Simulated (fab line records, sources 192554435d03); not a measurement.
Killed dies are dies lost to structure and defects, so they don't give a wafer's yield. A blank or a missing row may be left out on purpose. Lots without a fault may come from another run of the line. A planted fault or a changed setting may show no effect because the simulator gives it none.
One fault seen from 2 desks | flow n5_finfet | each desk has only its own numbers; what lay behind them comes last

THE METROLOGY DESK
What the gauges read, lot by lot, whatever tool the lot ran on: means of the sampled wafers that have a number. A lot is out of limits, marked OUT, if its mean lies more than 4 standard deviations from the usual mean; the brackets give that distance. Of its 10 readings 7 are shown: those that lie furthest out on some lot.
Columns: A = DIBL_N at N5_BEOL_M4_RC_MEAS_101, usual 37.2 mV/V; B = DIBL_P at N5_BEOL_M4_RC_MEAS_101, usual 37.5 mV/V; C = IOFF_N at N5_BEOL_M4_RC_MEAS_101, usual 0.17 nA/um; D = IOFF_P at N5_BEOL_M4_RC_MEAS_101, usual 0.24 nA/um; E = ION_P at N5_BEOL_M4_RC_MEAS_101, usual 469 uA/um; F = VT_N at N5_BEOL_M4_RC_MEAS_101, usual 249 mV; G = VT_P at N5_BEOL_M4_RC_MEAS_101, usual -248 mV
lot  | first seen here | A    | B    | C    | D    | E   | F   | G
L298 | day 10 18:38    | 38.1 | 37.3 | 0.18 | 0.23 | 469 | 247 | -249
L302 | day 11 14:19    | 37.1 | 36.5 | 0.16 | 0.23 | 468 | 252 | -250
L303 | day 11 21:58    | 39.2 | 40.3 | 0.21 | 0.31 | 477 | 246 | -243
L311 | day 13 10:32    | 35.5 | 35.2 | 0.13 | 0.20 | 461 | 252 | -251
This desk's finding: nothing out of limits on any of the 4 lots.

THE TOOL OWNER'S DESK: rie_diel-02
The tool's own readings at N5_BEOL_M0_SAQP_CUT_ETCH_46 (etches SOC in N2/H2, target depth 135 nm, overetch 27 nm, time 202.5 s): means of the sampled wafers that have a number, for each lot that ran on this tool. A lot is out of limits, marked OUT, if its mean lies more than 4 standard deviations from the usual mean; the brackets give that distance.
Columns: A = drypump_motor_current_A at N5_BEOL_M0_SAQP_CUT_ETCH_46, usual 5.8 A; B = rf_fwd_power_W at N5_BEOL_M0_SAQP_CUT_ETCH_46, usual 837.9 W; C = rf_vpp_V at N5_BEOL_M0_SAQP_CUT_ETCH_46, usual 523.8 V; D = showerhead_plenum_p_Torr at N5_BEOL_M0_SAQP_CUT_ETCH_46, usual 2.54 Torr; E = throttle_valve_pct at N5_BEOL_M0_SAQP_CUT_ETCH_46, usual 17.98 %
lot  | first seen here | A   | B               | C                | D    | E
L298 | day 8 08:26     | 6.0 | 835.3           | 523.2            | 2.50 | 18.19
L302 | day 9 06:26     | 6.2 | 768.6 (-25) OUT | 537.3 (+5.6) OUT | 2.46 | 18.16
L303 | day 9 09:51     | 6.2 | 703.3 (-48) OUT | 557.4 (+14) OUT  | 2.53 | 18.11
This desk's finding: out of limits on L302, L303; first on L302, day 9 06:26 (rf_fwd_power_W at N5_BEOL_M0_SAQP_CUT_ETCH_46). In limits: L298.

PUT TOGETHER
The tool owner's desk could have raised an alarm at day 9 06:26, on L302, L303.
The metrology desk saw nothing out of limits.
The metrology desk has L302, L303 on record, within its limits.
Of the lots named, all ran N5_BEOL_M0_SAQP_CUT_ETCH_46 on rie_diel-02.

WHAT THE SIMULATOR HAD PUT IN
Process parameter drift: rie_diel-02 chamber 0, from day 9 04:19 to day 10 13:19, at N5_BEOL_M0_SAQP_CUT_ETCH_46. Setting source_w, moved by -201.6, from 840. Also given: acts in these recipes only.
Lots struck among those shown: L302, L303.
Hours from the fault's start to each desk's first reading out of limits: the tool owner's desk, 2.
